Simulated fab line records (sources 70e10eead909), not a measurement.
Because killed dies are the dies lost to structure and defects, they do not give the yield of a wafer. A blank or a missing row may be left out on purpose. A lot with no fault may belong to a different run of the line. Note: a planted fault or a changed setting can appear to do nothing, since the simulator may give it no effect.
fab line records | flow nand-harc
[record] lots = 12 | wafers = 36 | last-day = 33
route steps=1302 shown A_SLIT@943 A_WL_FILL@953 END@1302
lots that met no fault: from a run of the same line without faults
start-h: hours from the record's first day to the start of the lot's first wafer shown | wait-h: hours from the lot's prior step to this one | " unchanged from the row above | L1.1+2: several wafers, shown together as one row | - no value present, or no start provided | * or withheld: withheld | < > ~ a bound
route shown NAME@n: names a module that has steps shown in the file, with the first one's number in the route | usual: mean/standard deviation of fault-free wafers | same: alike in all rows | chamber/n: place in a boat | sites: per-site readings | _std_site: the values' standard deviation | _edge_site: inner sites' mean taken away from outer sites' mean | radius-mm: for every site, how far away it sits from the centre of the wafer | mask NAME#n: copy n | behind: the last tool/chamber to shape the wafer | hold: why the lot was held/for how many hours/how that ended | device: transistor that didn't switch, given as n, p or np | end of line: at the end of the route, the tests of the same wafers | for a step that has no rows: nothing shown but its recipe | killed: dies that structure and defects cost at the first sort, which is not the same as the wafer's yield | map: a wafer's dies, marking killed ones x, the rest . and places with no die _
set.NAME: the setting that was run; set.NAME@STEP: the one run at that earlier step | model.NAME: the simulator's own value behind a step, which no gauge read
route steps across a sampled set of lots; one table per step, one row per wafer
services: a tool's chamber out of use, with start hour (start-h, from the record's first day; less than 0 if before it), hours out, and reason
[[steps]]
[step NHARC_A_SLIT_STRIP_18]
[recipe] o2-flow-sccm = 500 | ar-flow-sccm = 0 | bias-w = 0 | chemistry = O2
[usual] drypump-motor-current-A = 5.8/0.5 | o2-flow-sccm = 500.1/1.4 | oes-product-au = 0.999/0.0079 | rf-vpp-V = 57.7/0.85 | showerhead-plenum-p-Torr = 3.48/0.13 | throttle-valve-pct = 17.036/0.0093
[same] bias-w = 0
lot.wafer | tool        | chamber | start-h | wait-h | drypump-motor-current-A | o2-flow-sccm | oes-product-au | rf-hours-counter-h | rf-vpp-V | showerhead-plenum-p-Torr | throttle-valve-pct
L451.3    | rie-diel-10 | 1       | -       | -      | 5.2                     | 502.1        | 1.006          | 3.7                | 57.4     | 3.58                     | 17.032
L451.2    | "           | 2       | "       | "      | 6.4                     | 497.1        | 1.008          | 3.5                | 58.2     | 3.50                     | 17.030
L451.5    | "           | 3       | "       | "      | 6.4                     | 502.3        | 0.997          | -                  | 57.6     | 3.32                     | 17.028
L453.4    | rie-diel-10 | 0       | -       | -      | 5.7                     | 498.6        | 0.995          | 3.9                | 57.5     | 3.40                     | 17.031
L453.2    | "           | 1       | "       | "      | 5.2                     | 499.9        | 0.997          | 3.8                | 58.4     | 3.58                     | 17.052
L453.1    | "           | 2       | "       | "      | 6.4                     | 502.0        | 1.000          | 3.6                | 58.1     | 3.50                     | 17.033
L452.1    | rie-diel-10 | 1       | -       | -      | 5.2                     | 497.8        | 0.997          | 4.0                | 57.5     | 3.58                     | 17.026
L452.4    | "           | 2       | "       | "      | 6.4                     | 498.8        | 1.016          | 3.8                | 58.2     | 3.50                     | 17.035
L452.6    | "           | 1       | "       | "      | 5.2                     | 496.8        | 0.999          | -                  | 56.9     | 3.58                     | 17.018
L457.2    | rie-diel-06 | 2       | -       | -      | 5.2                     | 499.6        | 1.007          | 1.7                | 57.0     | 3.29                     | 17.025
L457.1    | "           | 3       | "       | "      | 6.2                     | 500.3        | 1.005          | 2.1                | 56.8     | 3.62                     | 17.048
L457.3    | "           | 0       | "       | "      | 5.9                     | 499.9        | 0.989          | 1.8                | 58.5     | 3.59                     | 17.031
L456.2    | rie-diel-10 | 3       | -       | -      | 6.4                     | 499.2        | 0.994          | 5.3                | 59.6     | 3.32                     | 17.042
L456.1    | "           | 0       | "       | "      | 5.7                     | 502.2        | 0.985          | 5.3                | 57.2     | 3.40                     | 17.040
L456.4    | "           | 2       | "       | "      | 6.4                     | 500.2        | 0.991          | 5.4                | 58.0     | 3.50                     | 17.038
L458.4    | rie-diel-02 | 2       | -       | -      | 6.0                     | 498.6        | 0.992          | 9.1                | 58.6     | 3.74                     | 17.046
L458.3    | "           | 3       | "       | "      | 5.3                     | 500.9        | 0.987          | 9.2                | 57.6     | 3.52                     | 17.042
L458.5    | "           | 2       | "       | "      | 6.0                     | 500.6        | 0.991          | -                  | 58.3     | 3.74                     | 17.031
L463.3    | rie-diel-02 | 2       | -       | -      | 6.0                     | 501.6        | 0.995          | 9.6                | 57.0     | 3.74                     | 17.039
L463.1    | "           | 0       | "       | "      | 5.0                     | 500.6        | 1.013          | 8.4                | 57.4     | 3.54                     | 17.035
L463.4    | "           | 1       | "       | "      | 5.9                     | 500.1        | 1.004          | 7.1                | 57.2     | 3.33                     | 17.039
L462.4    | rie-diel-06 | 3       | -       | -      | 6.2                     | 501.3        | 1.010          | 6.5                | 58.1     | 3.61                     | 17.044
L462.1    | "           | 1       | "       | "      | 5.1                     | 497.0        | 1.005          | 3.6                | 58.8     | 3.61                     | 17.042
L462.6    | "           | 2       | "       | "      | 5.2                     | 499.7        | 1.015          | -                  | 56.0     | 3.29                     | 17.045
L461.1    | rie-diel-10 | 0       | -       | -      | 5.7                     | 499.2        | 1.010          | 8.6                | 57.4     | 3.40                     | 17.025
L461.2    | "           | 1       | "       | "      | 5.2                     | 499.8        | 1.009          | 7.3                | 57.4     | 3.58                     | 17.034
L461.4    | "           | 2       | "       | "      | 6.4                     | 499.8        | 0.991          | 7.8                | 59.3     | 3.50                     | 17.047
L466.1    | rie-diel-02 | 2       | -       | -      | 5.9                     | 502.4        | 1.001          | 1.6                | 58.3     | 3.73                     | 17.033
L466.4    | "           | 3       | "       | "      | 5.3                     | 502.4        | 1.007          | 2.2                | 57.9     | 3.51                     | 17.039
L466.5    | "           | 0       | "       | "      | 5.0                     | 501.9        | 0.998          | -                  | 58.3     | 3.53                     | 17.044
L471.4    | rie-diel-10 | 1       | -       | -      | 5.2                     | 502.3        | 1.006          | 3.8                | 57.5     | 3.58                     | 17.038
L471.2    | "           | 2       | "       | "      | 6.4                     | 499.8        | 0.998          | 4.0                | 58.9     | 3.50                     | 17.036
L471.3    | "           | 0       | "       | "      | 5.6                     | 501.4        | 0.994          | 3.6                | 57.4     | 3.39                     | 17.041
L473.3    | rie-diel-02 | 2       | -       | -      | 6.0                     | 503.2        | 1.007          | 5.5                | 58.8     | 3.73                     | 17.032
L473.1    | "           | 3       | "       | "      | 5.3                     | 497.9        | 1.009          | 6.2                | 57.5     | 3.51                     | 17.038
L473.2    | "           | 0       | "       | "      | 5.0                     | 499.1        | 0.992          | 6.0                | 58.8     | 3.53                     | 17.049
[step NHARC_A_WL_FILL_RTA_01]
[recipe] temp-c = 1000 | time-s = 5
[usual] lamp-power-pct = 31.70/0.044 | wafer_temp_C_max = 1005.3/1.5
lot.wafer | tool          | chamber | start-h | wait-h | lamp-power-pct | wafer_temp_C_max
L451.2    | rtp-anneal-01 | 0       | 479.20  | -      | 31.75          | 1007.4
L451.3    | "             | 0       | "       | "      | 31.78          | 1004.6
L451.5    | "             | 0       | "       | "      | 31.75          | 1007.0
L453.1    | rtp-anneal-02 | 0       | 482.92  | -      | 31.69          | 1003.6
L453.2    | "             | 0       | "       | "      | 31.68          | 1004.0
L453.4    | "             | 0       | "       | "      | 31.61          | 1003.9
L452.1    | rtp-anneal-02 | 0       | 488.22  | -      | 31.62          | 1002.5
L452.4    | "             | 0       | "       | "      | 31.71          | 1003.0
L452.6    | "             | 0       | "       | "      | 31.69          | 1004.9
L456.1    | rtp-anneal-02 | 0       | 524.96  | -      | 31.70          | 1003.5
L456.2    | "             | 0       | "       | "      | 31.72          | 1003.6
L456.4    | "             | 0       | "       | "      | 31.65          | 1002.3
L457.1    | rtp-anneal-02 | 0       | 525.13  | -      | 31.65          | 1002.5
L457.2    | "             | 0       | "       | "      | 31.66          | 1003.4
L457.3    | "             | 0       | "       | "      | 31.76          | 1002.6
L458.3    | rtp-anneal-02 | 0       | 540.40  | -      | 31.63          | 1003.5
L458.4    | "             | 0       | "       | "      | 31.68          | 1004.5
L458.5    | "             | 0       | "       | "      | 31.62          | 1003.3
L463.1    | rtp-anneal-02 | 0       | 565.50  | -      | 31.67          | 1003.8
L463.3    | "             | 0       | "       | "      | 31.73          | 1004.2
L463.4    | "             | 0       | "       | "      | 31.63          | 1003.2
L462.1    | rtp-anneal-02 | 0       | 575.25  | -      | 31.63          | 1003.2
L462.4    | "             | 0       | "       | "      | 31.67          | 1004.3
L462.6    | "             | 0       | "       | "      | 31.62          | 1004.9
L461.1    | rtp-anneal-01 | 0       | 579.05  | -      | 31.74          | 1006.3
L461.2    | "             | 0       | "       | "      | 31.73          | 1006.0
L461.4    | "             | 0       | "       | "      | 31.72          | 1005.4
L466.1    | rtp-anneal-01 | 0       | 613.91  | -      | 31.76          | 1006.2
L466.4    | "             | 0       | "       | "      | 31.67          | 1005.3
L466.5    | "             | 0       | "       | "      | 31.67          | 1006.6
L471.2    | rtp-anneal-01 | 0       | 681.91  | -      | 31.75          | 1005.6
L471.3    | "             | 0       | "       | "      | 31.76          | 1006.1
L471.4    | "             | 0       | "       | "      | 31.75          | 1006.5
L473.1    | rtp-anneal-02 | 0       | 691.86  | -      | 31.69          | 1004.2
L473.2    | "             | 0       | "       | "      | 31.67          | 1004.2
L473.3    | "             | 0       | "       | "      | 31.71          | 1005.7
[step NHARC_A_WL_FILL_CVD_03]
[recipe] target-thk-a = 400 | temp-c = 300 | pressure-torr = 40 | wf6-flow-sccm = 40 | h2-flow-sccm = 1600 | ar-flow-sccm = 1560 | time-s = 279 | material = W
[usual] heater-power-w = 454/39 | throttle-valve-pct = 7.95/0.29
lot.wafer | tool     | chamber | start-h | wait-h | heater-power-w | throttle-valve-pct
L451.2    | cvd-w-01 | 1       | 479.88  | 0.1    | 415            | 7.49
L451.3    | "        | 0       | "       | "      | 403            | 7.80
L451.5    | "        | 0       | "       | "      | 414            | 8.09
L453.1    | cvd-w-02 | 0       | 483.57  | 0.1    | 527            | 8.27
L453.2    | "        | 1       | "       | "      | 476            | 7.64
L453.4    | "        | 1       | "       | "      | 469            | 8.09
L452.1    | cvd-w-02 | 1       | 488.93  | 0.1    | 476            | 8.29
L452.4    | "        | 1       | "       | "      | 479            | 8.29
L452.6    | "        | 1       | "       | "      | 469            | 8.21
L456.1    | cvd-w-02 | 1       | 525.61  | 0.1    | 481            | 7.87
L456.2    | "        | 0       | "       | "      | 516            | 8.15
L456.4    | "        | 0       | "       | "      | 509            | 8.17
L457.1    | cvd-w-01 | 1       | 525.79  | 0.1    | 418            | 7.53
L457.2    | "        | 0       | "       | "      | 421            | 8.02
L457.3    | "        | 1       | "       | "      | 410            | 7.78
L458.3    | cvd-w-01 | 1       | 541.11  | 0.2    | 419            | 7.75
L458.4    | "        | 0       | "       | "      | 423            | 7.85
L458.5    | "        | 0       | "       | "      | 420            | 7.98
L463.1    | cvd-w-02 | 1       | 566.20  | 0.1    | 479            | 8.00
L463.4    | "        | 0       | "       | "      | 517            | 8.12
L463.3    | "        | 1       | "       | "      | 479            | 8.35
L462.1    | cvd-w-01 | 1       | 575.95  | 0.1    | 408            | 7.76
L462.4    | "        | 0       | "       | "      | 429            | 7.75
L462.6    | "        | 0       | "       | "      | 421            | 7.74
L461.2    | cvd-w-02 | 1       | 579.70  | 0.1    | 476            | 8.21
L461.1    | "        | 0       | "       | "      | 514            | 8.15
L461.4    | "        | 1       | "       | "      | 487            | 7.91
L466.1    | cvd-w-01 | 0       | 614.61  | 0.1    | 411            | 7.67
L466.4    | "        | 0       | "       | "      | 418            | 7.84
L466.5    | "        | 1       | "       | "      | 422            | 7.61
L471.2    | cvd-w-01 | 0       | 682.61  | 0.1    | 435            | 7.62
L471.3    | "        | 1       | "       | "      | 427            | 7.79
L471.4    | "        | 0       | "       | "      | 415            | 7.85
L473.1    | cvd-w-02 | 0       | 692.53  | 0.1    | 476            | 8.72
L473.2    | "        | 1       | "       | "      | 466            | 8.00
L473.3    | "        | 0       | "       | "      | 478            | 8.28
[step NHARC_A_WL_FILL_ETCHBACK_05]
[recipe] target-depth-a = 220 | time-s = 60 | temp-c = 40 | chemistry = Cl2/BCl3
[usual] drypump-motor-current-A = 5.79/0.29 | oes-product-au = 0.998/0.0079 | run-length-s = 81.5/0.5
lot.wafer | tool         | chamber | start-h | wait-h | drypump-motor-current-A | oes-product-au | rf-hours-counter-h | run-length-s
L451.2    | rie-metal-03 | 0       | 480.67  | 0.3    | 5.97                    | 1.006          | -                  | 80.7
L451.3    | "            | 0       | "       | "      | 5.98                    | 1.000          | -                  | 80.7
L451.5    | "            | 0       | "       | "      | 6.00                    | 1.001          | -                  | 80.5
L453.1    | rie-metal-03 | 0       | 484.39  | 0.4    | 5.97                    | 0.998          | 2.6                | 80.8
L453.2    | "            | 0       | "       | "      | 6.01                    | 1.002          | -                  | 81.3
L453.4    | "            | 0       | "       | "      | 5.99                    | 1.000          | -                  | 80.7
L452.1    | rie-metal-01 | 0       | 489.51  | 0.2    | 5.70                    | 1.012          | 1.8                | 81.8
L452.4    | "            | 0       | "       | "      | 5.70                    | 1.000          | -                  | 82.3
L452.6    | "            | 1       | "       | "      | 6.04                    | 0.997          | -                  | 81.0
L456.1    | rie-metal-01 | 0       | 526.23  | 0.2    | 5.71                    | 1.002          | 2.3                | 81.8
L456.2    | "            | 1       | "       | "      | 6.04                    | 0.998          | 2.3                | 81.2
L456.4    | "            | 1       | "       | "      | 6.05                    | 0.991          | -                  | 81.2
L457.2    | rie-metal-02 | 0       | 526.40  | 0.2    | 5.29                    | 0.998          | 1.3                | 82.1
L457.1    | "            | 1       | "       | "      | 5.57                    | 1.009          | 1.3                | 81.1
L457.3    | "            | 1       | "       | "      | 5.59                    | 1.004          | -                  | 81.7
L458.3    | rie-metal-02 | 0       | 541.64  | 0.2    | 5.29                    | 0.999          | -                  | 81.8
L458.4    | "            | 1       | "       | "      | 5.58                    | 0.996          | -                  | 81.1
L458.5    | "            | 0       | "       | "      | 5.27                    | 1.001          | -                  | 81.7
L463.1    | rie-metal-01 | 1       | 566.77  | 0.2    | 6.04                    | 0.974          | 3.0                | 81.1
L463.4    | "            | 0       | "       | "      | 5.70                    | 0.993          | -                  | 82.3
L463.3    | "            | 1       | "       | "      | 6.04                    | 0.998          | -                  | 81.1
L462.1    | rie-metal-02 | 0       | 576.51  | 0.2    | 5.30                    | 1.008          | 2.3                | 82.0
L462.4    | "            | 1       | "       | "      | 5.54                    | 1.010          | -                  | 81.7
L462.6    | "            | 0       | "       | "      | 5.29                    | 1.010          | -                  | 82.1
L461.2    | rie-metal-03 | 1       | 580.31  | 0.2    | 6.32                    | 0.997          | 1.0                | 81.0
L461.1    | "            | 0       | "       | "      | 5.99                    | 0.991          | 1.0                | 81.0
L461.4    | "            | 0       | "       | "      | 5.99                    | 0.991          | -                  | 80.8
L466.1    | rie-metal-01 | 0       | 615.18  | 0.2    | 5.69                    | 1.000          | 0.4                | 82.3
L466.4    | "            | 0       | "       | "      | 5.71                    | 0.997          | -                  | 82.4
L466.5    | "            | 1       | "       | "      | 6.04                    | 0.999          | -                  | 81.5
L471.2    | rie-metal-01 | 1       | 683.16  | 0.2    | 6.07                    | 1.000          | 2.0                | 95.8
L471.3    | "            | 1       | "       | "      | 6.05                    | 1.005          | -                  | 96.2
L471.4    | "            | 0       | "       | "      | 5.70                    | 0.997          | -                  | 81.8
L473.2    | rie-metal-01 | 0       | 693.15  | 0.2    | 5.68                    | 0.997          | 2.2                | 82.3
L473.1    | "            | 1       | "       | "      | 6.04                    | 0.998          | 2.2                | 95.7
L473.3    | "            | 0       | "       | "      | 5.70                    | 0.996          | -                  | 82.0
[step NHARC_END_SORT_01]
[recipe] temp-c = 25
[usual] killed-at-array = 56/21 | killed-at-other = 0.8/1 | killed-at-periphery = 3.6/2.8 | killed-dies = 60/20 | killed-open = 3.2/1.9 | killed-short = 2.4/1.6
[same] gross-dies = 677
lot.wafer | tool      | chamber | start-h | wait-h | killed-at-array | killed-at-other | killed-at-periphery | killed-dies | killed-open | killed-short
L457.1    | prober-01 | 0       | 631.56  | 2.4    | 50              | 1               | 2                   | 53          | 3           | 0
L457.2    | prober-01 | 0       | 632.35  | 2.8    | 78              | 0               | 2                   | 80          | 5           | 4
L457.3    | prober-01 | 0       | 633.15  | 3.1    | 72              | 2               | 2                   | 76          | 1           | 2
L458.3    | prober-01 | 0       | 640.90  | 3.1    | 40              | 5               | 2                   | 47          | 4           | 1
L458.4    | prober-01 | 0       | 641.68  | 3.4    | 36              | 3               | 0                   | 39          | 2           | 2
L458.5    | prober-01 | 0       | 642.47  | 3.6    | 47              | 0               | 3                   | 50          | 4           | 4
L462.1    | prober-01 | 0       | 670.98  | 2.5    | 48              | 2               | 11                  | 61          | 3           | 1
L462.4    | prober-01 | 0       | 673.38  | 3.4    | 54              | 1               | 9                   | 64          | 7           | 1
L462.6    | prober-01 | 0       | 674.98  | 4.0    | 39              | 2               | 13                  | 54          | 4           | 3
L463.1    | prober-02 | 0       | 671.00  | 2.5    | 25              | 2               | 3                   | 30          | 3           | 2
L463.3    | prober-02 | 0       | 672.59  | 3.1    | 37              | 3               | 10                  | 50          | 6           | 0
L463.4    | prober-02 | 0       | 673.38  | 3.4    | 46              | 1               | 8                   | 55          | 4           | 1
L461.1    | prober-01 | 0       | 678.75  | 2.5    | 65              | 0               | 8                   | 73          | 7           | 5
L461.2    | prober-01 | 0       | 679.54  | 2.8    | 107             | 0               | 5                   | 112         | 3           | 2
L461.4    | prober-01 | 0       | 681.13  | 3.4    | 89              | 1               | 3                   | 93          | 3           | 2
// killed by level:class
L457.1 A_CHANNEL_HOLE_D1:chamber-film-flake=26 A_SLIT:chamber-film-flake=17 P_ZERO_WELL:chamber-film-flake=2 A_ONON_D1:geometric-particle:open=1 A_ONON_D2:geometric-particle:open=1 A_WL_FILL:geometric-particle:open=1 A_ZERO_WELL:chamber-film-flake=1 A_CHANNEL_FILL_D1:chamber-film-flake=1
L457.2 A_CHANNEL_HOLE_D1:chamber-film-flake=35 A_SLIT:chamber-film-flake=22 A_CHANNEL_HOLE_D2:chamber-film-flake=11 A_ONON_D1:geometric-particle:open=3 A_M1:chamber-film-flake=2 P_CONTACT:geometric-particle:open=1 P_M0:geometric-particle:open=1 A_DECK1_JOINT:geometric-particle:short=1
L457.3 A_CHANNEL_HOLE_D1:chamber-film-flake=35 A_SLIT:chamber-film-flake=19 A_CHANNEL_HOLE_D2:chamber-film-flake=11 A_CONTACT:chamber-film-flake=2 A_M1:chamber-film-flake=2 THIN_TSV:chamber-film-flake=2 P_GATE:geometric-particle:short=1 P_CONTACT:geometric-particle:short=1
L458.3 A_SLIT:chamber-film-flake=21 A_CHANNEL_HOLE_D2:chamber-film-flake=6 A_CHANNEL_HOLE_D1:chamber-film-flake=4 THIN_TSV:chamber-film-flake=4 A_STAIRCASE:chamber-film-flake=2 A_WL_FILL:chamber-film-flake=2 P_CONTACT:geometric-particle:open=1 P_M0:geometric-particle:open=1
L458.4 A_SLIT:chamber-film-flake=15 A_CHANNEL_HOLE_D2:chamber-film-flake=10 A_CONTACT:chamber-film-flake=3 THIN_TSV:chamber-film-flake=3 A_M0:geometric-particle:open=2 A_ONON_D1:geometric-particle:short=1 A_ONON_D2:geometric-particle:short=1 A_ZERO_WELL:chamber-film-flake=1
L458.5 A_SLIT:chamber-film-flake=26 A_CHANNEL_HOLE_D2:chamber-film-flake=9 A_STAIRCASE:chamber-film-flake=3 A_DECK1_JOINT:geometric-particle:open=2 A_CHANNEL_HOLE_D1:chamber-film-flake=2 P_CONTACT:geometric-particle:open=1 P_CONTACT:geometric-particle:short=1 P_M1:geometric-particle:short=1
L462.1 A_SLIT:chamber-film-flake=24 A_CHANNEL_HOLE_D2:chamber-film-flake=10 P_CONTACT:chamber-film-flake=7 A_CHANNEL_HOLE_D1:chamber-film-flake=6 P_BONDPAD:chamber-film-flake=3 THIN_TSV:chamber-film-flake=2 A_CONTACT:chamber-film-flake=2 P_M0:geometric-particle:open=1
L463.1 A_CHANNEL_HOLE_D2:chamber-film-flake=7 A_CHANNEL_HOLE_D1:chamber-film-flake=3 A_BONDPAD:chamber-film-flake=3 A_STAIRCASE:chamber-film-flake=2 A_SLIT:chamber-film-flake=2 A_CONTACT:chamber-film-flake=2 A_BLC:chamber-film-flake=2 P_CONTACT:geometric-particle:open=1
L463.3 A_CHANNEL_HOLE_D2:chamber-film-flake=16 P_BONDPAD:chamber-film-flake=7 A_BLC:chamber-film-flake=4 A_CHANNEL_HOLE_D1:chamber-film-flake=3 A_SLIT:chamber-film-flake=3 P_M0:geometric-particle:open=2 A_CONTACT:chamber-film-flake=2 A_BONDPAD:chamber-film-flake=2
L462.4 A_SLIT:chamber-film-flake=22 A_CHANNEL_HOLE_D2:chamber-film-flake=13 A_CHANNEL_HOLE_D1:chamber-film-flake=5 A_CONTACT:chamber-film-flake=5 P_CONTACT:chamber-film-flake=4 P_BONDPAD:chamber-film-flake=4 A_ONON_D2:geometric-particle:open=2 P_M0:geometric-particle:open=1
L463.4 A_CHANNEL_HOLE_D2:chamber-film-flake=17 A_CHANNEL_HOLE_D1:chamber-film-flake=5 A_CONTACT:chamber-film-flake=5 A_BLC:chamber-film-flake=5 A_BONDPAD:chamber-film-flake=5 P_GATE:geometric-particle:open=2 P_GATE:chamber-film-flake=2 P_BONDPAD:chamber-film-flake=2
L462.6 A_SLIT:chamber-film-flake=14 P_CONTACT:chamber-film-flake=8 A_CHANNEL_HOLE_D2:chamber-film-flake=7 P_BONDPAD:chamber-film-flake=4 A_CHANNEL_HOLE_D1:chamber-film-flake=4 A_STAIRCASE:chamber-film-flake=3 A_DECK1_JOINT:chamber-film-flake=2 A_CONTACT:chamber-film-flake=2
L461.1 A_CHANNEL_HOLE_D1:chamber-film-flake=20 A_SLIT:chamber-film-flake=20 P_BONDPAD:chamber-film-flake=4 A_CHANNEL_FILL_D1:chamber-film-flake=4 A_CHANNEL_HOLE_D2:chamber-film-flake=4 P_CONTACT:geometric-particle:open=2 A_ONON_D1:geometric-particle:open=2 A_STAIRCASE:chamber-film-flake=2
L461.2 A_CHANNEL_HOLE_D1:chamber-film-flake=38 A_SLIT:chamber-film-flake=35 A_CONTACT:chamber-film-flake=7 A_WL_FILL:chamber-film-flake=6 A_CHANNEL_HOLE_D2:chamber-film-flake=5 A_CHANNEL_FILL_D1:chamber-film-flake=4 P_BONDPAD:chamber-film-flake=3 A_CHANNEL_FILL_D2:chamber-film-flake=3
L461.4 A_CHANNEL_HOLE_D1:chamber-film-flake=35 A_SLIT:chamber-film-flake=32 A_CHANNEL_HOLE_D2:chamber-film-flake=5 A_STAIRCASE:chamber-film-flake=5 P_BONDPAD:chamber-film-flake=3 A_CHANNEL_FILL_D1:chamber-film-flake=3 A_WL_FILL:geometric-particle:open=2 A_CONTACT:chamber-film-flake=2
[[services]]
tool         | chamber | start-h | hours | kind
cvd-w-02     | -       | 450.00  | 13.0  | pm
rie-diel-10  | 3       | 451.01  | 1.6   | repair
rie-metal-02 | -       | 454.00  | 9.0   | pm
rie-diel-10  | 0       | 461.16  | 3.6   | repair
cvd-w-02     | -       | 467.77  | 0.7   | repair
cvd-w-01     | -       | 505.02  | 2.6   | repair
cvd-w-01     | -       | 509.87  | 4.1   | repair
rie-diel-02  | 1       | 510.65  | 3.5   | repair
rie-diel-02  | 1       | 533.96  | 10.6  | repair
cvd-w-01     | -       | 547.00  | 13.0  | pm
cvd-w-02     | -       | 552.79  | 1.8   | repair
rie-diel-02  | -       | 570.85  | 9.0   | pm
rie-metal-01 | -       | 575.14  | 9.0   | pm
rie-diel-10  | 0       | 577.14  | 2.6   | repair
cvd-w-01     | 0       | 581.55  | 9.1   | repair
rie-diel-10  | 2       | 586.33  | 5.4   | repair
rie-diel-10  | -       | 596.53  | 9.0   | pm
cvd-w-01     | -       | 608.11  | 0.6   | repair
cvd-w-02     | -       | 631.00  | 13.0  | pm
rie-diel-02  | -       | 632.95  | 0.5   | repair
rie-metal-01 | 1       | 635.18  | 4.0   | repair
cvd-w-01     | 1       | 651.62  | 5.7   | repair
rie-diel-02  | 1       | 690.75  | 11.8  | repair
rie-diel-02  | 0       | 691.67  | 2.0   | repair
[[key]]
[first-sign] step = NHARC_A_WL_FILL_ETCHBACK_05 | reading = run-length-s | direction = up | sigmas = 29 | usual = * | struck = *
effect none on later readings
met-at NHARC_A_WL_FILL_ETCHBACK_05
struck-lots L471,L473
struck-wafers L471.2,L471.3,L473.1
tester-left-out L471,L473
not-acting-at NHARC_A_SLIT_STRIP_18,NHARC_A_WL_FILL_RTA_01,NHARC_A_WL_FILL_CVD_03
onset-between 615.18 683.16
[fault] kind = process-parameter-drift | tool = rie-metal-01 | chamber = 1 | onset-h = 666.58 | steps = NHARC_A_WL_FILL_ETCHBACK_05 | channel = time-s | offset = * | shape = step | end-h = 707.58 | acts-in = * | stated = *
// tester-left-out: of these lots the tester's yield and bins aren't shown, on N5 and GAA mostly nor the transistor test; their killed dies are dies lost to structure and defects alone, not to doping, threshold or leakage, so they don't give the yield
